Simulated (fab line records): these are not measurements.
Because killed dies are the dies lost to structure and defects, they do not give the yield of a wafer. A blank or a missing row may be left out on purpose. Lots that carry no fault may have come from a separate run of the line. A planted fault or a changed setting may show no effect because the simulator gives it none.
The tool behind it: which one? | flow n5Finfet | Sampling: 12 lots, 36 wafers, 2 of 1938 route steps

== WHAT EACH GAUGE READ, for each wafer ==
N5_BEOL_M3_RS_MEAS_58: the measuring method here is four-point-probe.
lot  | measured     | on           | M3_RS (ohm/sq)
L076 | day 7 11:34  | filmMetro-02 | 0.67 0.70 0.62
L077 | day 8 03:46  | filmMetro-01 | 0.65 0.63 0.65
L079 | day 8 23:38  | filmMetro-02 | 0.68 0.65 0.64
L083 | day 9 17:59  | filmMetro-02 | 0.68 0.67 0.65
L082 | day 10 00:53 | filmMetro-01 | 0.66 0.62 0.62
L085 | day 10 14:08 | filmMetro-02 | 0.68 0.68 0.70
L089 | day 11 10:33 | filmMetro-01 | 0.63 0.63 0.61
L088 | day 11 18:28 | filmMetro-01 | 0.70 0.64 0.65
L092 | day 12 00:56 | filmMetro-01 | 0.67 0.64 0.65
L093 | day 12 07:42 | filmMetro-01 | 0.65 0.67 0.66
L095 | day 13 01:17 | filmMetro-01 | 0.71 0.73 0.69
L096 | day 13 23:30 | filmMetro-01 | 0.70 0.69 0.62

== WHAT TOOL EACH LOT RAN ON (gives the tool, then ch and the chambers of the sampled wafers, and finally the start) ==
lot  | N5_BEOL_M3_ANNEAL_95
L076 | pvdSputter-03, day 7 10:23
L077 | pvdSputter-03, day 8 02:34
L079 | pvdSputter-02, day 8 22:27
L083 | pvdSputter-01, day 9 16:34
L082 | pvdSputter-02, day 9 23:41
L085 | pvdSputter-03, day 10 12:55
L089 | pvdSputter-03, day 11 08:53
L088 | pvdSputter-03, day 11 16:49
L092 | pvdSputter-01, day 11 23:44
L093 | pvdSputter-03, day 12 06:31
L095 | pvdSputter-03, day 13 00:05
L096 | pvdSputter-03, day 13 22:10
- N5_BEOL_M3_ANNEAL_95: time 240 s.

== THE ANSWER, worked out from the rows above alone ==
Rule: usual is defined by the lots themselves. The widest of any qualifying gaps counts: lots, ordered by their means at a reading, are off when they make up no more than a third of the lots, leave a main group of 4 or more, and stand apart from it by 3 or more times the standard deviation of that group's means. A main group whose means are all the same, to the digits that the tables above print for the reading, isn't used. A lot without any number at a reading at which 4 lots or more have one is off too. All remaining lots with rows at the step are treated as sound.
None of the lots is off at any reading shown; this tells nothing.

== WHAT HAD BEEN PUT IN BY THE SIMULATOR ==
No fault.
